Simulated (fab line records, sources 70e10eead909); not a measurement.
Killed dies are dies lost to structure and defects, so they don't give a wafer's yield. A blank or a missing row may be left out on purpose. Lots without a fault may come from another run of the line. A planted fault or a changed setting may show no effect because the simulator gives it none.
Which tool did it? | flow nand_harc | 24 lots, 72 wafers sampled, at 6 steps of a route of 1302

WHAT THE GAUGES READ, wafer by wafer
NHARC_P_GATE_OVL_MEAS_27.
lot  | measured     | on         | overlay_x_nm (nm) | overlay_y_nm (nm)
L074 | day 4 23:43  | overlay-02 | 0.6 0.6 0.1       | -0.7 -0.8 -0.7
L075 | day 5 11:10  | overlay-02 | 0.6 0.0 0.4       | -1.3 -1.3 -1.1
L076 | day 6 01:29  | overlay-02 | 0.4 0.8 0.3       | 1.7 1.2 2.2
L077 | day 6 11:09  | overlay-02 | -0.2 0.0 -0.3     | -0.2 0.1 -0.2
L078 | day 6 21:34  | overlay-02 | 2.3 2.3 2.6       | -0.2 -0.5 0.1
L079 | day 7 01:08  | overlay-01 | -0.6 -0.7 -0.8    | -0.3 -0.6 0.0
L080 | day 7 09:14  | overlay-02 | 0.1 0.3 0.2       | 1.1 1.3 1.1
L081 | day 7 22:26  | overlay-01 | 1.8 1.2 1.0       | 1.0 1.0 1.0
L082 | day 8 13:41  | overlay-01 | -1.5 -1.4 -1.4    | 0.7 0.6 0.8
L083 | day 8 20:00  | overlay-01 | 0.4 0.4 0.3       | -1.3 -1.5 -1.7
L084 | day 9 11:54  | overlay-01 | -0.1 -0.4 -0.2    | 0.1 0.0 0.0
L085 | day 9 12:48  | overlay-01 | 1.1 1.0 1.1       | 0.1 -0.1 -0.4
L086 | day 9 22:22  | overlay-01 | 0.0 0.0 -0.2      | 0.1 0.5 -0.1
L087 | day 10 13:07 | overlay-02 | 0.2 0.7 0.7       | 0.7 0.2 1.0
L089 | day 11 04:49 | overlay-02 | 0.5 0.0 0.4       | 0.3 0.2 0.5
L088 | day 11 05:01 | overlay-02 | -0.2 0.3 0.1      | 0.6 0.6 0.8
L090 | day 11 14:36 | overlay-02 | 0.3 -0.1 -0.2     | 0.0 -0.2 -0.4
L091 | day 12 01:45 | overlay-02 | 0.7 1.3 1.4       | -0.5 0.0 0.2
L092 | day 12 10:11 | overlay-02 | 2.0 1.7 1.9       | 0.8 0.8 1.1
L093 | day 13 03:38 | overlay-01 | 1.2 0.3 0.2       | 0.5 0.8 0.9
L094 | day 13 08:13 | overlay-01 | 1.1 0.9 1.1       | 0.8 0.1 0.1
L095 | day 13 19:46 | overlay-02 | -0.8 -0.6 0.2     | 0.7 0.3 1.0
L096 | day 14 07:51 | overlay-01 | -0.9 -1.7 -1.3    | -1.1 -1.0 -1.1
L097 | day 14 15:19 | overlay-02 | -1.0 -1.3 -1.4    | 0.0 0.4 0.5

NHARC_P_CONTACT_OVL_MEAS_13.
lot  | measured     | on         | overlay_x_nm (nm) | overlay_y_nm (nm)
L074 | day 5 19:53  | overlay-02 | -0.1 0.1 0.3      | -0.5 -0.9 -0.2
L075 | day 6 07:12  | overlay-01 | -0.4 -0.8 -0.2    | -0.3 -0.3 -0.3
L076 | day 6 21:28  | overlay-01 | 0.7 0.0 0.2       | 0.0 -0.1 0.1
L077 | day 7 07:22  | overlay-02 | -0.4 -0.5 0.0     | 0.4 0.0 0.1
L078 | day 7 17:35  | overlay-02 | -0.5 -0.7 -0.3    | -0.6 -0.6 -0.9
L079 | day 7 23:22  | overlay-02 | 0.3 -0.2 0.4      | 0.7 0.6 1.0
L080 | day 8 05:08  | overlay-01 | 0.3 0.3 0.3       | 0.0 0.0 -0.1
L081 | day 8 18:24  | overlay-01 | -0.5 -0.6 0.2     | -0.6 -0.1 -1.1
L082 | day 9 09:47  | overlay-02 | 0.0 0.4 0.2       | 0.5 0.6 0.4
L083 | day 9 16:00  | overlay-02 | -1.7 -1.3 -0.9    | 0.5 1.1 0.5
L084 | day 10 07:50 | overlay-02 | 0.5 -0.3 0.1      | 0.2 0.7 -0.5
L085 | day 10 09:06 | overlay-02 | 0.9 0.8 0.3       | 0.0 -0.3 -0.4
L086 | day 10 18:32 | overlay-02 | -1.6 -2.0 -1.8    | 0.5 -0.1 0.4
L087 | day 11 09:02 | overlay-02 | -1.1 -0.8 -0.6    | -0.5 -1.1 -1.3
L089 | day 12 01:03 | overlay-02 | -0.6 -0.9 -0.6    | -0.1 0.0 -0.4
L088 | day 12 01:46 | overlay-01 | 0.5 0.7 0.1       | -0.2 0.8 0.0
L090 | day 12 10:49 | overlay-02 | 0.3 0.6 0.7       | 0.3 0.7 0.4
L091 | day 12 21:50 | overlay-02 | -0.4 -0.4 0.5     | 0.9 0.1 1.0
L092 | day 13 06:33 | overlay-02 | -0.2 -0.7 -0.3    | 0.6 0.3 0.5
L093 | day 13 23:24 | overlay-01 | 0.0 0.1 -0.2      | 1.1 1.0 1.0
L094 | day 14 04:32 | overlay-01 | 0.3 0.3 -0.2      | -0.7 -1.1 -1.1
L095 | day 14 15:48 | overlay-01 | 0.6 0.8 0.4       | -0.1 0.2 -0.6
L096 | day 15 03:48 | overlay-02 | -0.9 0.1 -0.3     | 0.3 0.3 0.3
L097 | day 15 11:34 | overlay-02 | 0.3 -0.5 -0.3     | 0.4 0.5 0.0

NHARC_P_CONTACT_INSPECT_14.
lot  | measured     | on                | raw_defect_count
L074 | day 5 19:55  | defect_inspect-02 | 2 2 5
L075 | day 6 07:14  | defect_inspect-01 | 4 3 5
L076 | day 6 21:30  | defect_inspect-01 | 5 7 7
L077 | day 7 07:24  | defect_inspect-01 | 3 4 3
L078 | day 7 17:38  | defect_inspect-02 | 6 2 3
L079 | day 7 23:24  | defect_inspect-01 | 2 1 1
L080 | day 8 05:11  | defect_inspect-01 | 4 4 4
L081 | day 8 18:26  | defect_inspect-01 | 1 5 3
L082 | day 9 09:49  | defect_inspect-02 | 2 2 3
L083 | day 9 16:02  | defect_inspect-02 | 4 2 2
L084 | day 10 07:52 | defect_inspect-01 | 2 4 3
L085 | day 10 09:08 | defect_inspect-02 | 4 4 5
L086 | day 10 18:34 | defect_inspect-01 | 3 3 5
L087 | day 11 09:05 | defect_inspect-02 | 5 6 5
L089 | day 12 01:05 | defect_inspect-02 | 0 1 3
L088 | day 12 01:48 | defect_inspect-01 | 2 3 9
L090 | day 12 10:51 | defect_inspect-01 | 2 6 2
L091 | day 12 21:52 | defect_inspect-01 | 5 4 4
L092 | day 13 06:35 | defect_inspect-01 | 3 5 8
L093 | day 13 23:26 | defect_inspect-01 | 4 5 3
L094 | day 14 04:34 | defect_inspect-02 | 7 6 0
L095 | day 14 15:50 | defect_inspect-02 | 2 2 1
L096 | day 15 03:50 | defect_inspect-01 | 4 4 1
L097 | day 15 11:36 | defect_inspect-02 | 1 5 2

WHICH TOOL RAN EACH LOT (tool, then ch and the chambers of the sampled wafers, then the start)
lot  | NHARC_P_GATE_DESCUM_13             | NHARC_P_GATE_DESCUM_31             | NHARC_P_GATE_DESCUM_93
L074 | rie_diel-10 ch 0,2,3, day 4 08:29  | rie_diel-10 ch 0,2,3, day 4 23:49  | rie_diel-10 ch 0,1,2, day 5 15:11
L075 | rie_diel-03 ch 0,1,2, day 4 19:57  | rie_diel-11 ch 0,1,3, day 5 11:16  | rie_diel-11 ch 0,3, day 6 02:39
L076 | rie_diel-10 ch 1,2, day 5 11:11    | rie_diel-03 ch 1,3, day 6 01:35    | rie_diel-11 ch 0,3, day 6 16:59
L077 | rie_diel-11 ch 0,1,3, day 5 16:11  | rie_diel-11 ch 0,1,3, day 6 11:17  | rie_diel-03 ch 2,3, day 7 02:45
L078 | rie_diel-10 ch 0,1,2, day 6 05:29  | rie_diel-03 ch 0,3, day 6 21:40    | rie_diel-11 ch 1,2, day 7 12:59
L079 | rie_diel-10 ch 0,1, day 6 11:12    | rie_diel-10 ch 0,3, day 7 01:14    | rie_diel-11 ch 1,3, day 7 18:45
L080 | rie_diel-11 ch 1,2, day 6 19:05    | rie_diel-10 ch 2,3, day 7 09:20    | rie_diel-03 ch 0,1, day 8 00:39
L081 | rie_diel-03 ch 0,1,2, day 7 06:40  | rie_diel-11 ch 1,2,3, day 7 22:32  | rie_diel-03 ch 0,2,3, day 8 13:48
L082 | rie_diel-10 ch 0,1,2, day 7 20:16  | rie_diel-11 ch 2,3, day 8 13:47    | rie_diel-03 ch 1,2,3, day 9 05:10
L083 | rie_diel-03 ch 1,2, day 8 03:30    | rie_diel-11 ch 2,3, day 8 20:05    | rie_diel-03 ch 0,1, day 9 11:22
L084 | rie_diel-11 ch 1,2, day 8 15:26    | rie_diel-10 ch 1,2,3, day 9 12:01  | rie_diel-10 ch 0,3, day 10 03:22
L085 | rie_diel-10 ch 0,1,3, day 8 20:02  | rie_diel-03 ch 1,2,3, day 9 12:54  | rie_diel-10 ch 0,2,3, day 10 04:28
L086 | rie_diel-10 ch 0,1,3, day 9 08:37  | rie_diel-11 ch 2,3, day 9 22:28    | rie_diel-03 ch 1,2, day 10 13:56
L087 | rie_diel-03 ch 0,1,3, day 9 20:50  | rie_diel-03 ch 0,1,3, day 10 13:14 | rie_diel-03 ch 0,1,2, day 11 04:27
L089 | rie_diel-11 ch 1,3, day 10 11:20   | rie_diel-03 ch 0,1,2, day 11 05:11 | rie_diel-10 ch 0,1,2, day 11 20:35
L088 | rie_diel-11 ch 0,1,3, day 10 11:30 | rie_diel-03 ch 0,2,3, day 11 05:14 | rie_diel-03 ch 0,2,3, day 11 21:05
L090 | rie_diel-03 ch 0,1, day 10 22:26   | rie_diel-11 ch 0,2, day 11 14:43   | rie_diel-11 ch 0,1,3, day 12 06:12
L091 | rie_diel-03 ch 1,2,3, day 11 10:41 | rie_diel-10 ch 0,1,2, day 12 01:51 | rie_diel-11 ch 0,1,3, day 12 17:11
L092 | rie_diel-10 ch 0,2, day 11 19:55   | rie_diel-11 ch 1,2,3, day 12 10:17 | rie_diel-11 ch 0,1,2, day 13 01:26
L093 | rie_diel-10 ch 0,3, day 12 08:37   | rie_diel-11 ch 0,2,3, day 13 03:45 | rie_diel-11 ch 0,2,3, day 13 18:55
L094 | rie_diel-10 ch 0,1, day 12 18:15   | rie_diel-11 ch 0,2,3, day 13 08:20 | rie_diel-03 ch 0,3, day 13 23:52
L095 | rie_diel-11 ch 0,2,3, day 13 04:25 | rie_diel-11 ch 0,1,2, day 13 19:52 | rie_diel-03 ch 1,2, day 14 11:05
L096 | rie_diel-10 ch 2,3, day 13 17:49   | rie_diel-10 ch 2,3, day 14 07:57   | rie_diel-03 ch 0,1,2, day 14 23:13
L097 | rie_diel-10 ch 1,2, day 13 23:46   | rie_diel-11 ch 0,2,3, day 14 15:26 | rie_diel-11 ch 0,2, day 15 06:43
- NHARC_P_GATE_DESCUM_13: chemistry O2, time 3 s.
- NHARC_P_GATE_DESCUM_31: chemistry O2, time 3 s.
- NHARC_P_GATE_DESCUM_93: chemistry O2, time 3 s.

WHAT THE TOOLS THEMSELVES READ (means of the sampled wafers that have a number; where no wafer has one, the mark that the record gives instead)
NHARC_P_GATE_DESCUM_13.
lot  | tool        | chamber_pressure_mTorr (mTorr) | drypump_motor_current_A (A) | oes_product_au (a.u.) | rf_vpp_V (V) | showerhead_plenum_p_Torr (Torr) | throttle_valve_pct (%)
L074 | rie_diel-10 | 60.00                          | 5.9                         | 1.005                 | 58.2         | 1.99                            | 11.306
L075 | rie_diel-03 | 59.99                          | 5.7                         | 1.005                 | 58.2         | 2.01                            | 11.310
L076 | rie_diel-10 | 59.96                          | 6.1                         | 1.008                 | 57.7         | 1.92                            | 11.314
L077 | rie_diel-11 | 59.99                          | 5.4                         | 0.996                 | 57.8         | 1.85                            | 11.307
L078 | rie_diel-10 | 60.02                          | 6.1                         | 1.017                 | 58.3         | 1.95                            | 11.307
L079 | rie_diel-10 | 60.00                          | 5.8                         | 1.007                 | 58.5         | 1.92                            | 11.320
L080 | rie_diel-11 | 59.97                          | 5.6                         | 0.988                 | 57.9         | 1.93                            | 11.310
L081 | rie_diel-03 | 60.00                          | 5.7                         | 1.010                 | 59.0         | 2.00                            | 11.306
L082 | rie_diel-10 | 59.94                          | 6.1                         | 1.012                 | 58.6         | 1.95                            | 11.311
L083 | rie_diel-03 | 60.00                          | 5.5                         | 1.002                 | 58.4         | 1.96                            | 11.312
L084 | rie_diel-11 | 60.04                          | 5.6                         | 0.990                 | 58.6         | 1.92                            | 11.311
L085 | rie_diel-10 | 59.96                          | 5.6                         | 1.008                 | 58.2         | 1.95                            | 11.306
L086 | rie_diel-10 | 59.93                          | 5.7                         | 1.011                 | 57.3         | 1.95                            | 11.309
L087 | rie_diel-03 | 60.01                          | 5.6                         | 1.003                 | 58.3         | 1.99                            | 11.312
L089 | rie_diel-11 | 60.01                          | 5.3                         | 1.002                 | 58.4         | 1.88                            | 11.316
L088 | rie_diel-11 | 59.98                          | 5.4                         | 1.002                 | 57.3         | 1.85                            | 11.316
L090 | rie_diel-03 | 60.02                          | 5.8                         | 1.010                 | 58.2         | 2.04                            | 11.305
L091 | rie_diel-03 | 60.01                          | 5.4                         | 1.003                 | 57.5         | 1.95                            | 11.319
L092 | rie_diel-10 | 60.02                          | 6.3                         | 1.010                 | 58.2         | 1.98                            | 11.310
L093 | rie_diel-10 | 60.00                          | 5.4                         | 1.004                 | 57.6         | 1.99                            | 11.315
L094 | rie_diel-10 | 60.01                          | 6.0                         | 1.008                 | 58.8         | 1.97                            | 11.309
L095 | rie_diel-11 | 59.99                          | 5.7                         | 1.001                 | 57.7         | 1.86                            | 11.314
L096 | rie_diel-10 | 60.04                          | 6.0                         | 1.009                 | 58.1         | 1.96                            | 11.311
L097 | rie_diel-10 | 60.01                          | 5.9                         | 1.013                 | 58.5         | 1.88                            | 11.300

NHARC_P_GATE_DESCUM_31.
lot  | tool        | chamber_pressure_mTorr (mTorr) | drypump_motor_current_A (A) | oes_product_au (a.u.) | rf_vpp_V (V) | showerhead_plenum_p_Torr (Torr) | throttle_valve_pct (%)
L074 | rie_diel-10 | 60.06                          | 5.9                         | 1.006                 | 58.6         | 1.99                            | 11.309
L075 | rie_diel-11 | 60.02                          | 5.4                         | 1.006                 | 57.7         | 1.85                            | 11.315
L076 | rie_diel-03 | 59.97                          | 5.4                         | 1.008                 | 57.3         | 1.94                            | 11.306
L077 | rie_diel-11 | 59.99                          | 5.4                         | 0.999                 | 57.9         | 1.85                            | 11.316
L078 | rie_diel-03 | 60.03                          | 5.4                         | 1.003                 | 57.9         | 2.01                            | 11.316
L079 | rie_diel-10 | 60.04                          | 5.5                         | 1.015                 | 57.7         | 1.99                            | 11.314
L080 | rie_diel-10 | 60.00                          | 6.0                         | 1.010                 | 58.7         | 1.96                            | 11.308
L081 | rie_diel-11 | 59.99                          | 5.6                         | 0.999                 | 56.3         | 1.89                            | 11.296
L082 | rie_diel-11 | 60.05                          | 6.0                         | 1.003                 | 58.3         | 1.85                            | 11.311
L083 | rie_diel-11 | 59.99                          | 6.0                         | 0.998                 | 57.7         | 1.89                            | 11.315
L084 | rie_diel-10 | 60.01                          | 5.7                         | 1.010                 | 57.7         | 1.92                            | 11.315
L085 | rie_diel-03 | 59.94                          | 5.4                         | 1.006                 | 57.9         | 1.95                            | 11.311
L086 | rie_diel-11 | 59.98                          | 6.0                         | 0.999                 | 58.5         | 1.89                            | 11.314
L087 | rie_diel-03 | 60.06                          | 5.6                         | 1.008                 | 58.9         | 1.99                            | 11.315
L089 | rie_diel-03 | 60.03                          | 5.7                         | 1.006                 | 58.8         | 2.00                            | 11.305
L088 | rie_diel-03 | 60.04                          | 5.3                         | 0.999                 | 57.8         | 1.96                            | 11.311
L090 | rie_diel-11 | 59.94                          | 5.6                         | 0.997                 | 58.1         | 1.90                            | 11.311
L091 | rie_diel-10 | 60.00                          | 6.1                         | 0.999                 | 57.9         | 1.94                            | 11.304
L092 | rie_diel-11 | 60.03                          | 5.6                         | 1.006                 | 57.8         | 1.88                            | 11.315
L093 | rie_diel-11 | 60.04                          | 5.7                         | 1.003                 | 57.9         | 1.86                            | 11.313
L094 | rie_diel-11 | 59.98                          | 5.7                         | 1.001                 | 58.4         | 1.86                            | 11.304
L095 | rie_diel-11 | 60.06                          | 5.3                         | 1.003                 | 56.8         | 1.89                            | 11.305
L096 | rie_diel-10 | 59.99                          | 5.9                         | 1.004                 | 58.2         | 1.96                            | 11.306
L097 | rie_diel-11 | 59.98                          | 5.7                         | 1.000                 | 57.7         | 1.86                            | 11.308

NHARC_P_GATE_DESCUM_93.
lot  | tool        | chamber_pressure_mTorr (mTorr) | drypump_motor_current_A (A) | oes_product_au (a.u.) | rf_vpp_V (V) | showerhead_plenum_p_Torr (Torr) | throttle_valve_pct (%)
L074 | rie_diel-10 | 60.00                          | 6.1                         | 1.012                 | 58.0         | 1.95                            | 11.301
L075 | rie_diel-11 | 60.01                          | 5.4                         | 1.008                 | 56.3         | 1.83                            | 11.311
L076 | rie_diel-11 | 59.96                          | 5.5                         | 1.003                 | 57.3         | 1.83                            | 11.315
L077 | rie_diel-03 | 60.00                          | 5.1                         | 1.007                 | 57.1         | 1.93                            | 11.314
L078 | rie_diel-11 | 60.03                          | 5.6                         | 1.003                 | 58.2         | 1.93                            | 11.309
L079 | rie_diel-11 | 59.99                          | 5.7                         | 0.994                 | 57.5         | 1.84                            | 11.314
L080 | rie_diel-03 | 59.98                          | 6.0                         | 1.007                 | 58.0         | 2.03                            | 11.315
L081 | rie_diel-03 | 59.93                          | 5.3                         | 1.011                 | 57.6         | 1.97                            | 11.298
L082 | rie_diel-03 | 59.96                          | 5.4                         | 1.004                 | 58.1         | 1.95                            | 11.315
L083 | rie_diel-03 | 60.06                          | 6.0                         | 0.997                 | 57.9         | 2.03                            | 11.304
L084 | rie_diel-10 | 60.05                          | 5.8                         | 1.004                 | 57.8         | 2.02                            | 11.307
L085 | rie_diel-10 | 60.02                          | 5.9                         | 1.006                 | 57.9         | 1.99                            | 11.313
L086 | rie_diel-03 | 59.99                          | 5.5                         | 1.000                 | 57.7         | 1.96                            | 11.312
L087 | rie_diel-03 | 59.99                          | 5.7                         | 1.008                 | 58.7         | 2.00                            | 11.319
L089 | rie_diel-10 | 60.01                          | 6.0                         | 1.005                 | 57.7         | 1.94                            | 11.315
L088 | rie_diel-03 | 60.02                          | 5.3                         | 1.008                 | 58.3         | 1.96                            | 11.322
L090 | rie_diel-11 | 60.00                          | 5.4                         | 1.009                 | 57.8         | 1.85                            | 11.307
L091 | rie_diel-11 | 59.98                          | 5.4                         | 1.003                 | 57.6         | 1.85                            | 11.308
L092 | rie_diel-11 | 60.01                          | 5.3                         | 1.006                 | 57.7         | 1.89                            | 11.308
L093 | rie_diel-11 | 59.97                          | 5.7                         | 1.001                 | 57.5         | 1.86                            | 11.314
L094 | rie_diel-03 | 59.99                          | 5.2                         | 1.004                 | 58.5         | 1.95                            | 11.312
L095 | rie_diel-03 | 60.05                          | 5.8                         | 1.006                 | 58.1         | 1.99                            | 11.309
L096 | rie_diel-03 | 59.96                          | 5.7                         | 1.003                 | 58.0         | 2.00                            | 11.305
L097 | rie_diel-11 | 59.96                          | 5.4                         | 1.002                 | 58.0         | 1.87                            | 11.317

THE ANSWER, worked out from the rows above alone
Rule: what is usual is taken from the lots themselves. Put in order of their means at a reading, lots are off if they are a third of the lots or fewer, leave a main group of 4 or more, and stand apart from it by a gap of 3 or more times the standard deviation of the main group's means; of several such gaps the widest counts. A main group whose means are all the same, to the digits that the tables above print for the reading, isn't used. A lot without any number at a reading at which 4 lots or more have one is off too. The other lots that the step has rows for count as sound. The gauges are gone through in route order, then the tools' own readings, and for those a lot's mean is taken as printed above. The first step at which some lot is off is used, and at that step the reading that is off furthest; a lot without a number counts as furthest.
No lot is off at any reading shown: from this, nothing can be told.

WHAT THE SIMULATOR HAD PUT IN
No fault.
